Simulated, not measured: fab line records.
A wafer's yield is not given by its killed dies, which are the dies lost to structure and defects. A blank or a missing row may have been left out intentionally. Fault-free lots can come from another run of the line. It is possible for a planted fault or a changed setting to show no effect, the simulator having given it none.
Split-lot experiment ; flow n5 finfet ; route with 1938 steps; 7 lots, 21 wafers read

## ABOUT THE SPLIT
At N5_BEOL_M7_COAT_22 (resist thk 30 nm), the setting spin rpm was moved away from the recipe's 1500 rpm on 7 of the 21 wafers read, by -9.3% to -3.7%. This setting was run at the recipe's value on the other wafers.

## SPLIT TO READING: what lies between them in the file, 1 step
- N5_BEOL_M7_DESCUM_33: chemistry O2, time 7 s (also split here: time s)

## THE READING
CAR-EUV_of_BEOL_M7_COAT_22.thk nm (the simulator's own value, which no gauge read), in nm, at N5_BEOL_M7_ETCH_72 (etches underlayer in N2/H2, target depth 6.5 nm, time 5.2 s). The file gives no usual value for it. Here, 14 wafers ran the recipe; their average is 20.3 nm with a standard deviation of 0.22 nm.

wafer;tool, chamber at the split;spin rpm as run, rpm;against the recipe;CAR-EUV_of_BEOL_M7_COAT_22.thk nm, nm;against lot-mates on the recipe
L076.1;litho track-04, 0;1500;recipe;20.4;-
L076.4;litho track-04, 0;1500;recipe;19.6;-
L076.6;litho track-04, 0;1500;recipe;20.2;-
L081.1;litho track-02, 0;1500;recipe;20.2;-
L081.2;litho track-02, 0;1405;-6.3%;21.2;+1.0
L081.3;litho track-02, 0;1405;-6.3%;20.8;+0.6
L083.1;litho track-02, 0;1500;recipe;20.4;-
L083.4;litho track-02, 0;1500;recipe;20.4;-
L083.5;litho track-02, 0;1500;recipe;20.4;-
L088.1;litho track-02, 0;1388;-7.5%;21.4;+1.2
L088.2;litho track-02, 0;1388;-7.5%;20.8;+0.6
L088.3;litho track-02, 0;1500;recipe;20.2;-
L089.3;litho track-04, 0;1500;recipe;20.4;-
L089.6;litho track-04, 0;1500;recipe;20.4;-
L089.4;litho track-04, 0;1360;-9.3%;22;+1.6
L096.1;litho track-02, 0;1500;recipe;20;-
L096.4;litho track-02, 0;1500;recipe;20.4;-
L096.6;litho track-02, 0;1500;recipe;20.4;-
L097.3;litho track-02, 0;1444;-3.7%;21;+0.6
L097.6;litho track-02, 0;1444;-3.7%;21;+0.6
L097.4;litho track-02, 0;1500;recipe;20.4;-

THE FIT
A straight line over all 21 wafers: CAR-EUV_of_BEOL_M7_COAT_22.thk nm changes by -0.14 nm for each +1% of spin rpm; r = -0.87; the points scatter about the line by 0.27 nm.
The same after taking each lot's own level away (the mean of its wafers on the recipe; 21 wafers): -0.14 nm for each +1%; r = -0.91; scatter 0.21 nm.
Per that fit: largest spin rpm move, reading shift of 1.3 nm.
Measured against the standard deviation above, the lots' own levels, which go from 20.07 to 20.40 nm, span 1.5 times it.
The two slopes are in agreement: the lot-to-lot level therefore moves the slope only a little.
Check: for one of the wafers moved furthest among these (-9.3%), held out of the fit, the line's prediction against its lot-mates is +1.19 nm. Against them it came out at +1.6 nm.

## ADDITIONAL SPLITS CARRIED BY THESE WAFERS
Other splits were also applied to these wafers ahead of the reading. Each is held against what the fit with the lots' levels taken away leaves over:
other split on the same wafers;wafers away from the commonest value;r with CAR-EUV_of_BEOL_M7_COAT_22.thk nm (lot level and that fit taken away)
N5_BEOL_M6_EXPOSE_08 dose mj;9;+0.14
N5_BEOL_M7_DESCUM_33 time s;3;-0.82

## THE WHOLE CHAIN: every reading that the file lists as answering this split, in the file's order
step;what it does;reading;change (the file's fit);r (the file's)
N5_BEOL_M7_COAT_22;resist thk 30 nm;CAR-EUV_of_BEOL_M7_COAT_22.thk nm (the simulator's own value, which no gauge read);-0.163 nm for each +1% of the setting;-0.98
N5_BEOL_M7_DESCUM_33;chemistry O2, time 7 s;CAR-EUV_of_BEOL_M7_COAT_22.thk nm (the simulator's own value, which no gauge read);-0.142 nm for each +1% of the setting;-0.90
N5_BEOL_M7_ETCH_72;etches underlayer in N2/H2, target depth 6.5 nm, time 5.2 s;CAR-EUV_of_BEOL_M7_COAT_22.thk nm (the simulator's own value, which no gauge read);-0.147 nm for each +1% of the setting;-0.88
N5_BEOL_M7_ETCH_65;etches SiARC in CF4, target depth 15.6 nm, time 26 s;CAR-EUV_of_BEOL_M7_COAT_22.thk nm (the simulator's own value, which no gauge read);-0.167 nm for each +1% of the setting, in a fit together with time s@BEOL_M7_DESCUM_33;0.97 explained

## THE FILE'S OWN FIT
CAR-EUV_of_BEOL_M7_COAT_22.thk nm changes by -0.147 nm for each +1% of spin rpm, r = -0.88.
